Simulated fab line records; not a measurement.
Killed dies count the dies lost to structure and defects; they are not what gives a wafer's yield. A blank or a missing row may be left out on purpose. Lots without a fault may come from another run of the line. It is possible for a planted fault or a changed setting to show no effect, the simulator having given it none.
One fault through the eyes of 2 desks ; flow n5 finfet ; only its own numbers are on each desk; what lay behind them is given at the end

METROLOGY DESK
What the gauges read for every lot (on any tool): the sampled wafers with a number, averaged. Any lot whose mean is over 4 standard deviations away from the usual mean is out of limits and marked OUT; that distance is given in the brackets. Of its 12 readings 7 are shown: those that lie furthest out on some lot.
Columns: A = cd nm at N5_BEOL_M2_CD_MEAS_11, usual 16.78 nm; B = M2_OVL at N5_BEOL_M2_OVL_MEAS_12, usual -0.3 nm; C = DIBL_P at N5_BEOL_M4_RC_MEAS_101, usual 36.3 mV/V; D = ION_N at N5_BEOL_M4_RC_MEAS_101, usual 676 uA/um; E = ION_P at N5_BEOL_M4_RC_MEAS_101, usual 462 uA/um; F = VT_N at N5_BEOL_M4_RC_MEAS_101, usual 249 mV; G = VT_P at N5_BEOL_M4_RC_MEAS_101, usual -250 mV
lot;first seen here;A;B;C;D;E;F;G
L735;day 6 21:08;16.94;0.9;37.0;693;472;243;-248
L734;day 6 22:21;16.45;-0.5;36.9;685;467;246;-249
L736;day 7 00:23;16.96;0.4;37.9;679;452;251;-255
L739;day 7 17:05;17.03;0.2;37.4;681;467;247;-247
L740;day 8 04:04;16.88;-0.4;33.9;665;460;254;-250
L741;day 8 12:10;16.88;0.3;35.8;665;462;253;-249
L751;day 10 14:31;16.75;-0.5;38.3;677;463;248;-249
L754;day 11 07:20;16.44;-0.5;37.6;675;462;250;-249
L755;day 11 15:03;16.65;-0.2;35.6;671;459;250;-251
L756;day 12 18:08;17.08;-1.3;36.8;665;463;250;-248
This desk's verdict: no lot among the 10 shows anything out of limits.

DESK OF THE TOOL OWNER: litho track-03
The tool's own readings at N5_BEOL_M2_COAT_62 (time 60 s, resist thk 12 nm): means of the sampled wafers that have a number, for each lot that ran on this tool. Any lot whose mean is over 4 standard deviations away from the usual mean is out of limits and marked OUT; that distance is given in the brackets.
Columns: A = chill plate temp C at N5_BEOL_M2_COAT_62, usual 22.98 C; B = resist line temp C at N5_BEOL_M2_COAT_62, usual 23.00 C; C = spin speed rpm at N5_BEOL_M2_COAT_62, usual 1500.1 rpm
lot;first seen here;A;B;C
L736;day 7 00:07;23.00;22.93;1499.7
L739;day 7 16:41;23.03;23.05;1500.2
L740;day 8 03:41;23.02;22.85;1571.0 (+91) OUT
L741;day 8 11:53;22.99;23.00;1571.5 (+91) OUT
L754;day 11 07:04;22.93;23.07;1500.1
L756;day 12 17:45;22.91;22.93;1500.8
Finding of this desk: L740, L741 out of limits; the first was L740 at day 8 03:41, on spin speed rpm at N5_BEOL_M2_COAT_62. L736, L739, L754, L756: within limits.

PUT TOGETHER
An alarm could have come from the tool owner's desk at day 8 03:41, on L740, L741.
Nothing out of limits was seen by the metrology desk.
The metrology desk has L740, L741 on record, within its limits.
All the named lots went through N5_BEOL_M2_COAT_62 on litho track-03.

WHAT THE SIMULATOR HAD INSERTED
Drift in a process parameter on litho track-03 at N5_BEOL_M2_COAT_62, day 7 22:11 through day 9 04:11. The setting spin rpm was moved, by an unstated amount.
Shown lots that were struck: L740, L741.
Time in hours from fault onset to the first out-of-limits reading at each desk: the tool owner's desk, 6.
